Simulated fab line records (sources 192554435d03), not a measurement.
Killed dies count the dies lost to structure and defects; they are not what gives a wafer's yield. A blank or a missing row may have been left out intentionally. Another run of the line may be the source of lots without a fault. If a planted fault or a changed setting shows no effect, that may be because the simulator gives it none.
Problem report in the 8D (eight disciplines) form, filled by code | flow n5 finfet | the parts of the form that need people (team, actions taken, sign-off) are left out

1. THE PROBLEM
Wafers without a fault read 24.9 s, standard deviation 2.6; time to endpoint s at N5_GATE_CUT_CMP_02 reads a mean of 43.3 s on 2 wafers belonging to 2 lots. That is +7.1 standard deviations from the usual mean.
The step: polishes, stops on SiO2, t overpolish 12.7 s, target thk 0 nm.
First seen on wafer L789.4, day 7 10:14, on cmp-01. At this step, 28 wafers from 10 lots have a number in the record. By rule, "out" or "out of limits" means more than 4 standard deviations away from the usual mean. The other wafers with a number count as sound.

2. WHAT THIS IS AND IS NOT
question                    | is                 | is not
which readings at this step | time to endpoint s | -
which lots                  | L789, L790         | L777, L778, L783, L784, L788, L796, L797, L798
which wafers of those lots  | L789.4, L790.6     | L789.1, L789.5, L790.2
read on which tools         | cmp-01             | cmp-02, cmp-03
when                        | from day 7 10:14   | up to then (17 sound wafers); but 9 sound wafers of L790, L796, L797, L798 came after

3. SUSPECTS, AND WHAT RULES EACH OUT
Counting: any tool at a process step up to the reading remains a suspect provided it ran every lot that is out. Sound lots after the first of them don't rule it out here, since some wafers of a struck lot are sound.
- pecvd-01 at N5_GATE_CUT_PECVD_57 (deposits SiNx from SiH4/NH3/N2, target thk 21 nm): kept. It ran every lot that is out, first L789 (day 7 10:07); its last sound lot up to then is L784 (day 6 05:49).
- cmp-01 at N5_GATE_CUT_CMP_02 (polishes, stops on SiO2, t overpolish 12.7 s, target thk 0 nm): kept. It ran every lot that is out, first L789 (day 7 10:14); its last sound lot up to then is L788 (day 7 06:47). Out on those wafers are its own readings of time to endpoint s.
- Within pecvd-01 at N5_GATE_CUT_PECVD_57: the wafers that are out ran in chamber 0; their sound lot-mates ran in chambers 1, 2.
Remaining after the count are pecvd-01 at N5_GATE_CUT_PECVD_57 and cmp-01 at N5_GATE_CUT_CMP_02.

4. THE CAUSE (what the simulator had put in)
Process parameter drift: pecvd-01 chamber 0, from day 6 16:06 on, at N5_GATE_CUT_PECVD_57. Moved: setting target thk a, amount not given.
Counting left 2 suspects, and this tool is among them.

5. THE CHAIN OF EFFECTS, in route order
Each row: a reading where the mean over the struck wafers with a number is more than 3 standard deviations away from the usual. Scope: only readings with a usual standard deviation given in the record; hours: median across lots of the time from each lot's start at the first step in this table that gives one to its start at this step; sigmas: change in usual standard deviations.
hours | step               | reading            | usual  | on struck wafers | change | sigmas
0     | N5_GATE_CUT_CMP_02 | time to endpoint s | 24.9 s | 43.3             | +18.4  | +7.1
Here are the process steps it includes:
- N5_GATE_CUT_CMP_02: polishes, stops on SiO2, t overpolish 12.7 s, target thk 0 nm.
Later measuring or inspecting steps at which every struck wafer that the step has a row for has a number for every such reading, and none has moved that far: N5_BEOL_M4_RC_MEAS_101.

6. WHAT WOULD HAVE CAUGHT IT SOONER
In this record no reading fell out of limits until day 7 10:14, 18 hours after the fault had begun at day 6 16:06.
An alarm limit of 4 standard deviations would not have fired on the tool readings at N5_GATE_CUT_PECVD_57 for which the record gives a usual standard deviation, since none of them was out on any struck wafer.
Of the lots that are out (2), L790 began N5_GATE_CUT_PECVD_57 on pecvd-01 after day 7 10:14. Holding the tool at that time would have saved it.
